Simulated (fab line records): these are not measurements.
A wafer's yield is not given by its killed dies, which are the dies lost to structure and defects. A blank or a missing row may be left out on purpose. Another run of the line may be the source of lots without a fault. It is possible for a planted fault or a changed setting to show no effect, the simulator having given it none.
fab line records -- flow n5-finfet -- part 1 of 2: steps 1 to 4 of 6
record lots=23, wafers=69, last-day=18
route steps=1938 shown MIM_BOT_ETCH@1867 PAD_METAL@1893 PASSIVATION@1905
lots untouched by any fault: they come from a run of this same line in which no faults occurred
start-h: hours from the record's opening day to when the first of the lot's shown wafers began -- wait-h: hours since the lot's step before -- " same as the row above -- L1.1+2: several wafers, shown together as one row -- - either no value or no given start -- * or withheld: withheld -- < > ~ a bound
route shown NAME@n: NAME is a module with steps in the file, n the number in the route of the first one -- usual: average and standard deviation across the fault-free wafers -- same: alike in all rows -- chamber/n: place in a boat -- sites: readings site by site -- _std_site: the standard deviation of these -- _edge_site: mean of outer sites minus mean of inner sites -- radius-mm: how far each site lies from the wafer's centre -- mask NAME#n: copy n -- behind: the most recent tool/chamber to have shaped the wafer -- hold: why the lot was held/for how many hours/how that ended -- device: transistor that didn't switch, given as n, p or np -- end of line: tests run on the same wafers once the route is complete -- a step given without rows: its recipe and nothing more -- killed: at the first sort, the dies lost to defects and structure; wafer yield is something else -- map: dies across one wafer; x = killed, . = not, _ = none there
set.NAME: the setting the step ran with; set.NAME@STEP: the setting that earlier step ran with -- model.NAME: the simulator's own value behind a step, which no gauge read
the route's steps for a sample of lots (tables are steps, rows are wafers)
services: when a tool's chamber went out of use (start-h, in hours from the record's first day, below 0 if earlier), for how many hours, and the reason
## steps
# step N5_MIM_BOT_ETCH_ETCH_03
# recipe chemistry=Cl2/BCl3, target-depth-a=120, pressure-mtorr=8, icp-w=800, bias-w=100, Cl2_flow_sccm=20, bcl3-flow-sccm=80
# usual bias-w=100.0/0.32, drypump-motor-current-A=5.6/0.45, oes-product-au=0.78/0.053, rf-fwd-power-W=793.7/2.8, throttle-valve-pct=27.43/0.16
lot.wafer,tool,chamber,start-h,wait-h,bias-w,drypump-motor-current-A,oes-product-au,rf-fwd-power-W,rf-hours-counter-h,throttle-valve-pct
L074.2,rie-metal-03,0,249.68,0.1,100.0,5.9,0.76,792.8,60,27.60
L074.3,rie-metal-03,1,249.68,0.1,100.5,5.0,0.78,794.7,-,27.32
L074.4,rie-metal-03,0,249.68,0.1,99.5,5.9,0.76,796.7,-,27.59
L075.2,rie-metal-01,0,276.34,0.1,99.7,5.6,0.85,792.4,19,27.46
L075.3,rie-metal-01,1,276.34,0.1,100.3,6.4,0.78,796.7,-,27.32
L075.6,rie-metal-01,1,276.34,0.1,99.9,6.4,0.79,797.6,-,27.32
L078.2,rie-metal-01,1,283.81,0.1,99.9,6.4,0.77,790.5,47,27.31
L078.5,rie-metal-01,1,283.81,0.1,99.7,6.4,0.78,793.2,-,27.32
L078.6,rie-metal-01,0,283.81,0.1,99.6,5.6,0.84,792.5,-,27.46
L076.1,rie-metal-03,1,290.28,0.1,99.9,5.0,0.76,792.9,45,27.32
L076.2,rie-metal-03,0,290.28,0.1,100.6,5.9,0.74,799.0,62,27.60
L076.4,rie-metal-03,0,290.28,0.1,100.2,5.9,0.74,800.3,-,27.61
L077.2,rie-metal-02,0,298.65,0.1,100.0,5.3,0.79,792.6,35,27.62
L077.3,rie-metal-02,1,298.65,0.1,100.0,5.8,0.90,797.9,-,27.13
L077.5,rie-metal-02,0,298.65,0.1,100.1,5.3,0.79,794.1,-,27.62
L079.4,rie-metal-03,0,298.94,0.1,99.4,5.9,0.74,795.6,-,27.60
L079.5,rie-metal-03,0,298.94,0.1,99.7,5.9,0.73,792.8,-,27.60
L079.6,rie-metal-03,1,298.94,0.1,99.8,5.0,0.77,792.4,-,27.32
L080.3,rie-metal-01,1,303.64,0.1,100.0,6.4,0.77,798.0,-,27.33
L080.4,rie-metal-01,0,303.64,0.1,99.9,5.6,0.83,794.6,-,27.49
L080.6,rie-metal-01,1,303.64,0.1,100.1,6.4,0.79,794.1,-,27.33
L081.3,rie-metal-02,0,311.36,0.1,100.2,5.3,0.79,796.6,-,27.62
L081.4,rie-metal-02,1,311.36,0.1,99.7,5.8,0.89,798.3,-,27.14
L081.5,rie-metal-02,1,311.36,0.1,100.0,5.8,0.89,802.6,-,27.16
L082.1,rie-metal-02,0,311.81,0.1,99.7,5.3,0.79,791.6,37,27.62
L082.2,rie-metal-02,1,311.81,0.1,100.1,5.8,0.90,795.4,10,27.15
L082.3,rie-metal-02,0,311.81,0.1,100.1,5.3,0.78,785.4,-,27.62
L085.1,rie-metal-02,1,330.88,0.1,99.9,5.8,0.88,794.4,12,27.14
L085.3,rie-metal-02,0,330.88,0.1,99.9,5.3,0.77,793.9,-,27.62
L085.6,rie-metal-02,0,330.88,0.1,100.2,5.3,0.78,792.9,-,27.64
L084.2,rie-metal-03,1,335.74,0.1,99.7,5.0,0.76,794.0,49,27.33
L084.3,rie-metal-03,0,335.74,0.1,100.1,5.9,0.74,794.2,-,27.61
L084.5,rie-metal-03,0,335.74,0.1,100.5,5.9,0.74,794.5,-,27.60
L087.2,rie-metal-01,0,336.01,0.1,100.1,5.6,0.83,790.0,24,27.48
L087.3,rie-metal-01,0,336.01,0.1,99.3,5.6,0.82,792.8,-,27.49
L087.4,rie-metal-01,1,336.01,0.1,99.8,6.4,0.76,795.3,-,27.33
L086.1,rie-metal-01,0,341.46,0.1,99.8,5.6,0.82,794.0,25,27.47
L086.2,rie-metal-01,1,341.46,0.1,100.5,6.4,0.76,793.5,53,27.34
L086.5,rie-metal-01,1,341.46,0.1,100.7,6.4,0.76,791.1,-,27.33
L091.1,rie-metal-02,0,376.90,0.1,99.8,5.3,0.78,791.1,41,27.63
L091.3,rie-metal-02,0,376.90,0.1,100.0,5.3,0.77,789.6,-,27.65
L091.4,rie-metal-02,1,376.90,0.1,100.2,5.8,0.87,791.9,-,27.17
L089.1,rie-metal-02,0,384.99,0.1,100.0,5.3,0.77,792.1,41,27.64
L089.4,rie-metal-02,1,384.99,0.1,100.2,5.8,0.87,792.0,-,27.15
L089.6,rie-metal-02,1,384.99,0.1,100.2,5.8,0.88,796.2,-,27.16
L090.1,rie-metal-01,0,385.39,0.1,100.3,5.6,0.81,788.2,28,27.48
L090.3,rie-metal-01,0,385.39,0.1,99.7,5.6,0.82,790.8,-,27.48
L090.6,rie-metal-01,0,385.39,0.1,99.8,5.6,0.82,788.5,-,27.48
L093.1,rie-metal-03,1,386.18,0.1,99.7,5.0,0.75,799.9,54,27.34
L093.3,rie-metal-03,0,386.18,0.1,99.9,5.9,0.73,788.6,-,27.62
L093.4,rie-metal-03,1,386.18,0.1,99.8,5.0,0.74,799.1,-,27.34
L092.3,rie-metal-03,1,391.04,0.1,100.0,5.0,0.74,794.5,-,27.34
L092.4,rie-metal-03,0,391.04,0.1,100.4,5.9,0.72,789.6,-,27.62
L092.6,rie-metal-03,0,391.04,0.1,100.5,5.9,0.72,792.6,-,27.62
L088.2,rie-metal-03,1,391.31,0.1,100.3,5.0,0.74,791.6,55,27.34
L088.3,rie-metal-03,0,391.31,0.1,99.5,5.9,0.72,793.6,-,27.61
L088.4,rie-metal-03,1,391.31,0.1,100.2,5.0,0.74,789.2,-,27.35
L094.4,rie-metal-03,1,395.97,0.1,100.3,5.0,0.73,794.3,-,27.34
L094.5,rie-metal-03,1,395.97,0.1,100.1,5.0,0.74,790.6,-,27.35
L094.6,rie-metal-03,0,395.97,0.1,100.3,5.9,0.72,791.4,-,27.61
L095.1,rie-metal-03,0,407.28,0.1,100.4,5.9,0.72,793.7,74,27.63
L095.3,rie-metal-03,1,407.28,0.1,100.0,5.0,0.73,796.6,-,27.35
L095.5,rie-metal-03,1,407.28,0.1,100.3,5.0,0.73,796.3,-,27.35
L096.1,rie-metal-03,1,408.38,0.1,99.9,5.1,0.74,793.0,57,27.35
L096.3,rie-metal-03,0,408.38,0.1,100.1,5.9,0.71,786.1,-,27.62
L096.4,rie-metal-03,1,408.38,0.1,100.3,5.1,0.74,795.3,-,27.35
L097.3,rie-metal-03,0,419.36,0.1,99.8,5.9,0.71,794.7,-,27.64
L097.4,rie-metal-03,1,419.36,0.1,100.0,5.0,0.73,791.5,-,27.36
L097.5,rie-metal-03,1,419.36,0.1,100.3,5.0,0.74,799.0,-,27.36
# step N5_PASSIVATION_DEGAS_18
# recipe ambient=vacuum, temp-c=300, time-s=60
# usual heater-power-w=457/47
lot.wafer,tool,chamber,start-h,wait-h,heater-power-w
L074.2,pvd-sputter-02,-,256.29,0.5,436
L074.3,pvd-sputter-02,-,256.29,0.5,436
L074.4,pvd-sputter-02,-,256.29,0.5,473
L075.2,pvd-sputter-03,-,281.56,0.7,514
L075.3,pvd-sputter-03,-,281.56,0.7,461
L075.6,pvd-sputter-03,-,281.56,0.7,384
L078.2,pvd-sputter-03,-,288.23,0.7,460
L078.5,pvd-sputter-03,-,288.23,0.7,510
L078.6,pvd-sputter-03,-,288.23,0.7,459
L076.1,pvd-sputter-01,-,293.09,0.5,533
L076.2,pvd-sputter-01,-,293.09,0.5,403
L076.4,pvd-sputter-01,-,293.09,0.5,499
L077.2,pvd-sputter-01,-,302.47,0.3,437
L077.3,pvd-sputter-01,-,302.47,0.3,494
L077.5,pvd-sputter-01,-,302.47,0.3,407
L079.4,pvd-sputter-03,-,302.83,0.1,508
L079.5,pvd-sputter-03,-,302.83,0.1,516
L079.6,pvd-sputter-03,-,302.83,0.1,544
L080.3,pvd-sputter-01,-,305.67,0.2,523
L080.4,pvd-sputter-01,-,305.67,0.2,399
L080.6,pvd-sputter-01,-,305.67,0.2,397
L081.3,pvd-sputter-01,-,313.97,0.4,487
L081.4,pvd-sputter-01,-,313.97,0.4,397
L081.5,pvd-sputter-01,-,313.97,0.4,438
L082.1,pvd-sputter-02,-,314.04,0.3,413
L082.2,pvd-sputter-02,-,314.04,0.3,425
L082.3,pvd-sputter-02,-,314.04,0.3,471
L085.1,pvd-sputter-02,-,333.78,0.9,448
L085.3,pvd-sputter-02,-,333.78,0.9,414
L085.6,pvd-sputter-02,-,333.78,0.9,460
L087.2,pvd-sputter-02,-,339.98,0.0,405
L087.3,pvd-sputter-02,-,339.98,0.0,451
L087.4,pvd-sputter-02,-,339.98,0.0,463
L084.2,pvd-sputter-01,-,340.71,0.3,405
L084.3,pvd-sputter-01,-,340.71,0.3,470
L084.5,pvd-sputter-01,-,340.71,0.3,539
L086.1,pvd-sputter-02,-,344.90,0.3,470
L086.2,pvd-sputter-02,-,344.90,0.3,422
L086.5,pvd-sputter-02,-,344.90,0.3,422
L091.1,pvd-sputter-01,-,382.55,2.9,429
L091.3,pvd-sputter-01,-,382.55,2.9,409
L091.4,pvd-sputter-01,-,382.55,2.9,535
L093.1,pvd-sputter-02,-,388.94,0.5,419
L093.3,pvd-sputter-02,-,388.94,0.5,413
L093.4,pvd-sputter-02,-,388.94,0.5,445
L089.1,pvd-sputter-01,-,389.38,0.4,482
L089.4,pvd-sputter-01,-,389.38,0.4,541
L089.6,pvd-sputter-01,-,389.38,0.4,481
L090.1,pvd-sputter-01,-,389.88,0.4,508
L090.3,pvd-sputter-01,-,389.88,0.4,526
L090.6,pvd-sputter-01,-,389.88,0.4,450
L092.3,pvd-sputter-03,-,393.93,0.2,383
L092.4,pvd-sputter-03,-,393.93,0.2,505
L092.6,pvd-sputter-03,-,393.93,0.2,459
L088.2,pvd-sputter-02,-,394.02,0.3,476
L088.3,pvd-sputter-02,-,394.02,0.3,411
L088.4,pvd-sputter-02,-,394.02,0.3,452
L094.4,pvd-sputter-01,-,399.95,1.6,489
L094.5,pvd-sputter-01,-,399.95,1.6,396
L094.6,pvd-sputter-01,-,399.95,1.6,449
L096.1,pvd-sputter-03,-,411.61,0.2,522
L096.3,pvd-sputter-03,-,411.61,0.2,385
L096.4,pvd-sputter-03,-,411.61,0.2,497
L095.1,pvd-sputter-02,-,411.70,0.3,464
L095.3,pvd-sputter-02,-,411.70,0.3,423
L095.5,pvd-sputter-02,-,411.70,0.3,427
L097.3,pvd-sputter-01,-,423.30,0.3,543
L097.4,pvd-sputter-01,-,423.30,0.3,435
L097.5,pvd-sputter-01,-,423.30,0.3,483
# step N5_PASSIVATION_CD_MEAS_30
# recipe target-cd-nm=4000, landing-energy-ev=500, detector=se-inlens, polarity=opening
# usual cd-nm=3999.7/1.5
lot.wafer,tool,chamber,start-h,wait-h,cd-nm
L074.2,cd-sem-01,0,256.94,-,3999.2
L074.3,cd-sem-01,0,256.94,-,3999.9
L074.4,cd-sem-01,0,256.94,-,3998.9
L075.2,cd-sem-02,0,282.21,-,4002.7
L075.3,cd-sem-02,0,282.21,-,4001.6
L075.6,cd-sem-02,0,282.21,-,4002.1
L078.2,cd-sem-02,0,289.01,-,3998.8
L078.5,cd-sem-02,0,289.01,-,3997.3
L078.6,cd-sem-02,0,289.01,-,3998.1
L076.1,cd-sem-02,0,293.87,-,4000.9
L076.2,cd-sem-02,0,293.87,-,4002.9
L076.4,cd-sem-02,0,293.87,-,4002.4
L077.2,cd-sem-02,0,303.13,-,3999.1
L077.3,cd-sem-02,0,303.13,-,3998.9
L077.5,cd-sem-02,0,303.13,-,3999.9
L079.4,cd-sem-03,0,303.49,-,4000.4
L079.5,cd-sem-03,0,303.49,-,4000.1
L079.6,cd-sem-03,0,303.49,-,3999.7
L080.3,cd-sem-02,0,306.45,-,3998.7
L080.4,cd-sem-02,0,306.45,-,3999.4
L080.6,cd-sem-02,0,306.45,-,3997.0
L081.3,cd-sem-03,0,314.74,-,4000.3
L081.4,cd-sem-03,0,314.74,-,4000.3
L081.5,cd-sem-03,0,314.74,-,4000.0
L082.1,cd-sem-02,0,314.90,-,4000.8
L082.2,cd-sem-02,0,314.90,-,4000.8
L082.3,cd-sem-02,0,314.90,-,3999.9
L085.1,cd-sem-03,0,334.43,-,3997.5
L085.3,cd-sem-03,0,334.43,-,3997.0
L085.6,cd-sem-03,0,334.43,-,3998.8
L087.2,cd-sem-02,0,340.76,-,3999.0
L087.3,cd-sem-02,0,340.76,-,4000.2
L087.4,cd-sem-02,0,340.76,-,3999.5
L084.2,cd-sem-01,0,341.48,-,3999.5
L084.3,cd-sem-01,0,341.48,-,3998.5
L084.5,cd-sem-01,0,341.48,-,4000.5
L086.1,cd-sem-01,0,345.55,-,3998.7
L086.2,cd-sem-01,0,345.55,-,3999.8
L086.5,cd-sem-01,0,345.55,-,3998.3
L091.1,cd-sem-03,0,383.20,-,3999.1
L091.3,cd-sem-03,0,383.20,-,4000.4
L091.4,cd-sem-03,0,383.20,-,3998.7
L093.1,cd-sem-02,0,389.59,-,3999.4
L093.3,cd-sem-02,0,389.59,-,4000.7
L093.4,cd-sem-02,0,389.59,-,3999.8
L089.1,cd-sem-02,0,390.03,-,3999.4
L089.4,cd-sem-02,0,390.03,-,4001.4
L089.6,cd-sem-02,0,390.03,-,3999.0
L090.1,cd-sem-02,0,390.53,-,4000.9
L090.3,cd-sem-02,0,390.53,-,3998.1
L090.6,cd-sem-02,0,390.53,-,3999.4
L092.3,cd-sem-03,0,394.70,-,3999.1
L092.4,cd-sem-03,0,394.70,-,3999.9
L092.6,cd-sem-03,0,394.70,-,4000.4
L088.2,cd-sem-02,0,394.74,-,4001.4
L088.3,cd-sem-02,0,394.74,-,4000.4
L088.4,cd-sem-02,0,394.74,-,4001.7
L094.4,cd-sem-02,0,400.60,-,3996.3
L094.5,cd-sem-02,0,400.60,-,3997.9
L094.6,cd-sem-02,0,400.60,-,3998.0
L096.1,cd-sem-02,0,412.39,-,4001.4
L096.3,cd-sem-02,0,412.39,-,4002.9
L096.4,cd-sem-02,0,412.39,-,4002.4
L095.1,cd-sem-03,0,412.42,-,3997.8
L095.3,cd-sem-03,0,412.42,-,3997.0
L095.5,cd-sem-03,0,412.42,-,3999.3
L097.3,cd-sem-02,0,423.95,-,4001.3
L097.4,cd-sem-02,0,423.95,-,4000.5
L097.5,cd-sem-02,0,423.95,-,4000.4
# step N5_PASSIVATION_ETCH_59
# recipe chemistry=Cl2/BCl3, target=TaN, target-depth-a=650, time-s=34.9, ion-energy-ev=100, pressure-mtorr=10, icp-w=900, bias-w=100, Cl2_flow_sccm=60, bcl3-flow-sccm=30
# usual bias-w=100.0/0.33, drypump-motor-current-A=5.6/0.42, oes-product-au=0.79/0.057, rf-fwd-power-W=893/3.2, throttle-valve-pct=20.98/0.18
lot.wafer,tool,chamber,start-h,wait-h,bias-w,drypump-motor-current-A,oes-product-au,rf-fwd-power-W,rf-hours-counter-h,throttle-valve-pct
L074.2,rie-metal-02,1,258.07,0.3,99.6,5.8,0.92,899,5,20.66
L074.3,rie-metal-02,0,258.07,0.3,100.4,5.3,0.80,894,-,21.17
L074.4,rie-metal-02,1,258.07,0.3,99.8,5.8,0.93,896,-,20.64
L075.2,rie-metal-03,0,283.23,0.3,99.8,5.9,0.74,894,62,21.13
L075.3,rie-metal-03,0,283.23,0.3,100.0,5.9,0.74,892,-,21.12
L075.6,rie-metal-03,0,283.23,0.3,100.1,5.9,0.75,895,-,21.11
L078.2,rie-metal-01,1,289.58,0.3,99.4,6.4,0.78,895,48,20.94
L078.5,rie-metal-01,0,289.58,0.3,100.0,5.5,0.84,894,-,21.04
L078.6,rie-metal-01,1,289.58,0.3,99.8,6.4,0.78,896,-,20.93
L076.1,rie-metal-02,0,294.78,0.3,99.8,5.3,0.79,893,35,21.15
L076.2,rie-metal-02,1,294.78,0.3,100.2,5.8,0.90,891,8,20.62
L076.4,rie-metal-02,0,294.78,0.3,99.9,5.3,0.79,892,-,21.17
L077.2,rie-metal-03,1,303.92,0.3,100.3,5.0,0.75,892,47,20.93
L077.3,rie-metal-03,1,303.92,0.3,100.6,5.1,0.77,893,-,20.92
L077.5,rie-metal-03,1,303.92,0.3,100.3,5.0,0.77,894,-,20.92
L079.4,rie-metal-02,1,304.24,0.2,100.0,5.8,0.91,896,-,20.64
L079.5,rie-metal-02,0,304.24,0.2,99.9,5.3,0.79,892,-,21.17
L079.6,rie-metal-02,1,304.24,0.2,99.9,5.8,0.90,895,-,20.64
L080.3,rie-metal-01,0,307.96,0.2,100.1,5.6,0.84,889,-,21.04
L080.4,rie-metal-01,1,307.96,0.2,99.8,6.4,0.78,893,-,20.94
L080.6,rie-metal-01,0,307.96,0.2,99.7,5.6,0.83,891,-,21.05
L081.3,rie-metal-02,0,315.35,0.2,100.3,5.3,0.78,888,-,21.19
L081.4,rie-metal-02,1,315.35,0.2,100.0,5.8,0.89,895,-,20.65
L081.5,rie-metal-02,1,315.35,0.2,100.0,5.8,0.89,897,-,20.66
L082.1,rie-metal-03,1,315.48,0.3,100.7,5.0,0.76,898,48,20.93
L082.2,rie-metal-03,0,315.48,0.3,99.7,5.9,0.73,896,65,21.13
L082.3,rie-metal-03,1,315.48,0.3,100.6,5.0,0.75,892,-,20.94
L085.1,rie-metal-03,1,335.01,0.3,100.3,5.0,0.75,896,49,20.96
L085.3,rie-metal-03,0,335.01,0.3,100.0,5.9,0.73,891,-,21.15
L085.6,rie-metal-03,0,335.01,0.3,100.2,5.9,0.74,889,-,21.13
L087.2,rie-metal-03,0,341.33,0.3,100.3,5.9,0.73,897,67,21.15
L087.3,rie-metal-03,0,341.33,0.3,100.0,5.9,0.73,896,-,21.14
L087.4,rie-metal-03,1,341.33,0.3,99.6,5.1,0.75,895,-,20.94
L084.2,rie-metal-03,1,342.06,0.3,99.5,5.0,0.75,890,51,20.95
L084.3,rie-metal-03,1,342.06,0.3,100.0,5.0,0.75,892,-,20.93
L084.5,rie-metal-03,1,342.06,0.3,100.0,5.0,0.74,893,-,20.94
L086.1,rie-metal-03,0,346.33,0.3,100.2,5.9,0.72,892,69,21.14
L086.2,rie-metal-03,1,346.33,0.3,99.6,5.0,0.75,890,51,20.95
L086.5,rie-metal-03,0,346.33,0.3,99.5,5.9,0.73,893,-,21.13
L091.1,rie-metal-03,1,383.92,0.3,100.1,5.0,0.75,894,54,20.94
L091.3,rie-metal-03,1,383.92,0.3,100.3,5.0,0.75,895,-,20.95
L091.4,rie-metal-03,0,383.92,0.3,100.5,5.9,0.72,896,-,21.15
L093.1,rie-metal-02,1,390.16,0.3,99.8,5.8,0.86,896,15,20.71
L093.3,rie-metal-02,1,390.16,0.3,99.8,5.8,0.85,896,-,20.69
L093.4,rie-metal-02,0,390.16,0.3,100.1,5.3,0.75,894,-,21.20
L089.1,rie-metal-03,0,390.60,0.3,100.3,5.9,0.73,892,72,21.14
L089.4,rie-metal-03,0,390.60,0.3,100.3,5.9,0.71,893,-,21.18
L089.6,rie-metal-03,1,390.60,0.3,100.1,5.0,0.73,895,-,20.94
L090.1,rie-metal-01,0,391.10,0.3,99.7,5.6,0.82,890,28,21.04
L090.3,rie-metal-01,1,391.10,0.3,100.1,6.4,0.77,891,-,20.94
L090.6,rie-metal-01,0,391.10,0.3,99.9,5.6,0.82,892,-,21.06
L092.3,rie-metal-01,1,395.31,0.2,99.8,6.4,0.76,894,-,20.96
L092.4,rie-metal-01,0,395.31,0.2,100.0,5.6,0.81,887,-,21.06
L092.6,rie-metal-01,1,395.31,0.2,100.2,6.4,0.76,894,-,20.97
L088.2,rie-metal-02,0,395.34,0.3,100.0,5.3,0.77,889,43,21.18
L088.3,rie-metal-02,0,395.34,0.3,100.4,5.3,0.77,892,-,21.19
L088.4,rie-metal-02,1,395.34,0.3,100.3,5.8,0.86,895,-,20.68
L094.4,rie-metal-02,1,401.90,0.4,99.0,5.8,0.86,897,-,20.68
L094.5,rie-metal-02,1,401.90,0.4,99.5,5.8,0.86,898,-,20.70
L094.6,rie-metal-02,1,401.90,0.4,99.4,5.8,0.86,896,-,20.68
L095.1,rie-metal-01,1,413.10,0.3,100.1,6.4,0.75,890,58,20.96
L095.3,rie-metal-01,0,413.10,0.3,100.0,5.6,0.81,892,-,21.09
L095.5,rie-metal-01,1,413.10,0.3,100.0,6.4,0.75,886,-,20.98
L096.1,rie-metal-03,0,413.16,0.4,100.0,5.9,0.71,891,75,21.18
L096.3,rie-metal-03,1,413.16,0.4,99.7,5.0,0.72,893,-,20.96
L096.4,rie-metal-03,0,413.16,0.4,99.6,5.9,0.71,893,-,21.15
L097.3,rie-metal-02,0,424.56,0.2,99.8,5.3,0.76,888,-,21.18
L097.4,rie-metal-02,1,424.56,0.2,100.0,5.8,0.85,895,-,20.66
L097.5,rie-metal-02,0,424.56,0.2,99.5,5.3,0.76,891,-,21.19
